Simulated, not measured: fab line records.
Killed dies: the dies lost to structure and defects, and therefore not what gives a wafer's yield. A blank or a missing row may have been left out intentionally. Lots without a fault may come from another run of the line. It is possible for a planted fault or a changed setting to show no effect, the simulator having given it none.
Comparing a struck lot with a sound one || flow nand-harc || 14 out of 1159 route steps
Sound: these wafers, L809.4, L809.5, L809.6. Wafers L820.2, L820.4, L820.5 were the ones struck. The cause comes at the end.
For every step that has rows: the tool of each side, followed by ch and its chambers, followed by its first start. Under that, the readings that differ: sound wafers || struck wafers || difference of the means || sigmas: that difference in standard deviations of wafers without a fault.
alike: same words and numbers on both sides, and readings whose means sit less than 2 such deviations apart. not compared: any withheld reading, any reading some wafer has no value for, any bound like >300 that may hide the same value, and any number with overlapping values for which the record gives no deviation.
The two part at a step that has a row with sigmas, a row that says differs or no value, or rows on one side only. Numbers that don't overlap but have no deviation are shown without sigmas and don't part them. Lack of a reading on every wafer of one side parts them only where that side has two or more wafers.

NHARC_A_M1_DEP_33: deposits SiCN, target thk 30 nm.
  sound on pecvd-02 ch 0,1,2, day 18 06:06; struck on pecvd-01 ch 0,1, day 20 17:28
  alike: heater-power-w
NHARC_A_BONDPAD_DEP_00: deposits SiCN, target thk 250 nm.
  sound on pecvd-04 ch 0,1,2, day 18 06:39; struck on pecvd-04 ch 0,1,2, day 20 18:04
  alike: heater-power-w
NHARC_A_BONDPAD_CMP_29: polishes SiCN, target thk 200 nm.
  sound on cmp-04 ch 2,3, day 18 06:57; struck on cmp-04 ch 1,2, day 20 18:25
  alike: motor-current-A
NHARC_A_BONDPAD_THK_MEAS_30: measures by ellipsometry.
  struck on film-metro-02, day 20 18:41; sound on film-metro-02, day 18 07:11
  alike: thk-nm
then, 8 steps without rows for these wafers: NHARC_A_BONDPAD_SRD_31; NHARC_A_BONDPAD_DEHYDRATE_01 (time 120 s); NHARC_A_BONDPAD_HMDS_02 (time 30 s); NHARC_A_BONDPAD_COAT_33 (time 65 s); NHARC_A_BONDPAD_COAT_03 (resist thk 600 nm); NHARC_A_BONDPAD_SOFTBAKE_04 (time 70 s); NHARC_A_BONDPAD_EBR_05; NHARC_A_BONDPAD_EXPOSE_06 (exposes mask A BPAD).
NHARC_A_BONDPAD_PEB_07: peb time 80 s.
  sound on litho-track-02 ch 0, day 18 07:40; struck on litho-track-07, day 20 19:09
  no value came back on the struck wafers for chill-plate-temp-C (C), exhaust-pa (Pa), plate-temp-C (C); on the sound wafers chill-plate-temp-C (C) reads 22.95 23.01 22.91
then, 1 step without rows for these wafers: NHARC_A_BONDPAD_DEVELOP_08 (time 50 s).

## WHERE THEY PART
Within this record, at NHARC_A_BONDPAD_PEB_07 only.

WHY: whatever the simulator had introduced
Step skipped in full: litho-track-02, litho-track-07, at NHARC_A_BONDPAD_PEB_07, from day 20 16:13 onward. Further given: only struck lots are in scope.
